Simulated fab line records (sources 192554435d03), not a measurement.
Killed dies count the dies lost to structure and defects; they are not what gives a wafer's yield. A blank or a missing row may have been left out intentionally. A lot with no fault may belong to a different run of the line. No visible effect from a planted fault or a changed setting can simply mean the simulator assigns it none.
Split-lot experiment :: flow n5Finfet :: 39 wafers read from 7 lots, route of 1938 steps

== THE SPLIT ITSELF ==
At N5_GATE_CUT_ETCH_37 (etches SOC in N2/H2, target depth 60 nm, overetch 12 nm, time 90 s), the setting biasW was moved away from the recipe's 150 W on 15 of the 39 wafers read, by -16.5% to +14.1%. For the rest of the wafers, this setting stayed at what the recipe calls for.

The reading is taken at the split's own step.

== THE READING ==
rfVppV, in V, at N5_GATE_CUT_ETCH_37 (etches SOC in N2/H2, target depth 60 nm, overetch 12 nm, time 90 s). A value of 524.5 V with a standard deviation of 1.8 V is what fault-free wafers of this fab line usually give.

wafer: L080.1
tool, chamber at the split: rieDiel-04, 3
biasW as run, W: 150
against the recipe: recipe
rfVppV, V: 525.3
against lot-mates on the recipe: -

wafer: L080.2
tool, chamber at the split: rieDiel-04, 2
biasW as run, W: 150
against the recipe: recipe
rfVppV, V: 522.5
against lot-mates on the recipe: -

wafer: L080.3
tool, chamber at the split: rieDiel-04, 0
biasW as run, W: 150
against the recipe: recipe
rfVppV, V: 524.1
against lot-mates on the recipe: -

wafer: L080.4
tool, chamber at the split: rieDiel-04, 1
biasW as run, W: 150
against the recipe: recipe
rfVppV, V: 527.3
against lot-mates on the recipe: -

wafer: L080.5
tool, chamber at the split: rieDiel-04, 3
biasW as run, W: 150
against the recipe: recipe
rfVppV, V: 524.2
against lot-mates on the recipe: -

wafer: L080.6
tool, chamber at the split: rieDiel-04, 2
biasW as run, W: 150
against the recipe: recipe
rfVppV, V: 522.5
against lot-mates on the recipe: -

wafer: L081.1
tool, chamber at the split: rieDiel-04, 0
biasW as run, W: 126.6
against the recipe: -15.6%
rfVppV, V: 469.4
against lot-mates on the recipe: -54.3

wafer: L081.2
tool, chamber at the split: rieDiel-04, 3
biasW as run, W: 150
against the recipe: recipe
rfVppV, V: 524.5
against lot-mates on the recipe: -

wafer: L081.3
tool, chamber at the split: rieDiel-04, 1
biasW as run, W: 126.6
against the recipe: -15.6%
rfVppV, V: 472.6
against lot-mates on the recipe: -51.1

wafer: L081.4
tool, chamber at the split: rieDiel-04, 2
biasW as run, W: 150
against the recipe: recipe
rfVppV, V: 521.6
against lot-mates on the recipe: -

wafer: L081.5
tool, chamber at the split: rieDiel-04, 0
biasW as run, W: 150
against the recipe: recipe
rfVppV, V: 524.9
against lot-mates on the recipe: -

wafer: L081.6
tool, chamber at the split: rieDiel-04, 1
biasW as run, W: 126.6
against the recipe: -15.6%
rfVppV, V: 473.7
against lot-mates on the recipe: -50.0

wafer: L083.1
tool, chamber at the split: rieDiel-04, 0
biasW as run, W: 171.2
against the recipe: +14.1%
rfVppV, V: 570.7
against lot-mates on the recipe: +46.0

wafer: L083.2
tool, chamber at the split: rieDiel-04, 2
biasW as run, W: 150
against the recipe: recipe
rfVppV, V: 521.6
against lot-mates on the recipe: -

wafer: L083.3
tool, chamber at the split: rieDiel-04, 1
biasW as run, W: 150
against the recipe: recipe
rfVppV, V: 526.2
against lot-mates on the recipe: -

wafer: L083.4
tool, chamber at the split: rieDiel-04, 1
biasW as run, W: 150
against the recipe: recipe
rfVppV, V: 526.3
against lot-mates on the recipe: -

wafer: L083.5
tool, chamber at the split: rieDiel-04, 2
biasW as run, W: 171.2
against the recipe: +14.1%
rfVppV, V: 568.7
against lot-mates on the recipe: +44.0

wafer: L083.6
tool, chamber at the split: rieDiel-04, 0
biasW as run, W: 171.2
against the recipe: +14.1%
rfVppV, V: 569.8
against lot-mates on the recipe: +45.1

wafer: L084.1
tool, chamber at the split: rieDiel-04, 1
biasW as run, W: 150
against the recipe: recipe
rfVppV, V: 526.7
against lot-mates on the recipe: -

wafer: L084.2
tool, chamber at the split: rieDiel-04, 2
biasW as run, W: 150
against the recipe: recipe
rfVppV, V: 521.5
against lot-mates on the recipe: -

wafer: L084.3
tool, chamber at the split: rieDiel-04, 0
biasW as run, W: 126.4
against the recipe: -15.7%
rfVppV, V: 470.8
against lot-mates on the recipe: -52.4

wafer: L084.4
tool, chamber at the split: rieDiel-04, 0
biasW as run, W: 126.4
against the recipe: -15.7%
rfVppV, V: 470.6
against lot-mates on the recipe: -52.6

wafer: L084.5
tool, chamber at the split: rieDiel-04, 2
biasW as run, W: 150
against the recipe: recipe
rfVppV, V: 521.5
against lot-mates on the recipe: -

wafer: L084.6
tool, chamber at the split: rieDiel-04, 1
biasW as run, W: 126.4
against the recipe: -15.7%
rfVppV, V: 473.6
against lot-mates on the recipe: -49.6

wafer: L088.3
tool, chamber at the split: rieDiel-02, 2
biasW as run, W: 150
against the recipe: recipe
rfVppV, V: 524.5
against lot-mates on the recipe: -

wafer: L088.4
tool, chamber at the split: rieDiel-02, 0
biasW as run, W: 150
against the recipe: recipe
rfVppV, V: 522.2
against lot-mates on the recipe: -

wafer: L088.5
tool, chamber at the split: rieDiel-02, 0
biasW as run, W: 150
against the recipe: recipe
rfVppV, V: 524.6
against lot-mates on the recipe: -

wafer: L093.1
tool, chamber at the split: rieDiel-04, 1
biasW as run, W: 150
against the recipe: recipe
rfVppV, V: 527.9
against lot-mates on the recipe: -

wafer: L093.2
tool, chamber at the split: rieDiel-04, 2
biasW as run, W: 150
against the recipe: recipe
rfVppV, V: 521.8
against lot-mates on the recipe: -

wafer: L093.3
tool, chamber at the split: rieDiel-04, 3
biasW as run, W: 125.2
against the recipe: -16.5%
rfVppV, V: 468.2
against lot-mates on the recipe: -57.4

wafer: L093.4
tool, chamber at the split: rieDiel-04, 0
biasW as run, W: 125.2
against the recipe: -16.5%
rfVppV, V: 468.9
against lot-mates on the recipe: -56.7

wafer: L093.5
tool, chamber at the split: rieDiel-04, 0
biasW as run, W: 125.2
against the recipe: -16.5%
rfVppV, V: 467.0
against lot-mates on the recipe: -58.6

wafer: L093.6
tool, chamber at the split: rieDiel-04, 1
biasW as run, W: 150
against the recipe: recipe
rfVppV, V: 527.2
against lot-mates on the recipe: -

wafer: L096.1
tool, chamber at the split: rieDiel-04, 1
biasW as run, W: 160.1
against the recipe: +6.7%
rfVppV, V: 548.6
against lot-mates on the recipe: +25.4

wafer: L096.2
tool, chamber at the split: rieDiel-04, 2
biasW as run, W: 150
against the recipe: recipe
rfVppV, V: 520.8
against lot-mates on the recipe: -

wafer: L096.3
tool, chamber at the split: rieDiel-04, 3
biasW as run, W: 160.1
against the recipe: +6.7%
rfVppV, V: 547.1
against lot-mates on the recipe: +23.9

wafer: L096.4
tool, chamber at the split: rieDiel-04, 0
biasW as run, W: 150
against the recipe: recipe
rfVppV, V: 525.1
against lot-mates on the recipe: -

wafer: L096.5
tool, chamber at the split: rieDiel-04, 0
biasW as run, W: 150
against the recipe: recipe
rfVppV, V: 523.8
against lot-mates on the recipe: -

wafer: L096.6
tool, chamber at the split: rieDiel-04, 3
biasW as run, W: 160.1
against the recipe: +6.7%
rfVppV, V: 546.7
against lot-mates on the recipe: +23.5

FIT RESULTS
A straight line over all 39 wafers: rfVppV changes by +3.33 V for each +1% of biasW; r = +1.00; the points scatter about the line by 1.9 V.
The same after taking each lot's own level away (the mean of its wafers on the recipe; 39 wafers): +3.34 V for each +1%; r = +1.00; scatter 2.1 V.
That fit puts the effect of the largest move of biasW on the reading at 55 V.
Across the lots, their own levels run from 523.23 to 525.63 V, a range of 1.3 times the standard deviation given above.
Consequently the slope shifts little with the lot-to-lot level, the two slopes agreeing.
Check: with one of the wafers moved furthest among these (-16.5%) left out of the fit, the line predicts -55 V for it against its lot-mates. Against them it came out at -57.4 V.
Tool readings at the split's step, against how far the setting was moved: rfVppV r = +1.00.

== THE OTHER SPLITS THESE WAFERS WENT THROUGH ==
Note: prior to the reading, these wafers also went through further splits. Each is held against what the fit with the lots' levels taken away leaves over:
other split on the same wafers: N5_FIN_SAQP_HM_DEP_72 targetThkA
wafers away from the commonest value: 18
r with rfVppV (lot level and that fit taken away): +0.19

other split on the same wafers: N5_DUMMY_GATE_ETCH_37 sourceW
wafers away from the commonest value: 15
r with rfVppV (lot level and that fit taken away): -0.09

other split on the same wafers: N5_DUMMY_GATE_ETCH_32 timeS
wafers away from the commonest value: 15
r with rfVppV (lot level and that fit taken away): +0.43

other split on the same wafers: N5_HKMG_FIN_ETCH_54 sourceW
wafers away from the commonest value: 15
r with rfVppV (lot level and that fit taken away): -0.08

== THE WHOLE CHAIN: every reading that the file lists as answering this split, in the file's order ==
step: N5_GATE_CUT_ETCH_37
what it does: etches SOC in N2/H2, target depth 60 nm, overetch 12 nm, time 90 s
reading: rfVppV
change (the file's fit): +3.34 V for each +1% of the setting
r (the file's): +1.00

step: N5_GATE_CUT_ETCH_37
what it does: etches SOC in N2/H2, target depth 60 nm, overetch 12 nm, time 90 s
reading: SiARC_of_GATE_CUT_COAT_35.thkNm (the simulator's own value, which no gauge read)
change (the file's fit): -0.0548 nm for each +1% of the setting
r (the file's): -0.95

== THE FILE'S OWN FIT ==
rfVppV changes by +3.34 V for each +1% of biasW, r = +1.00.
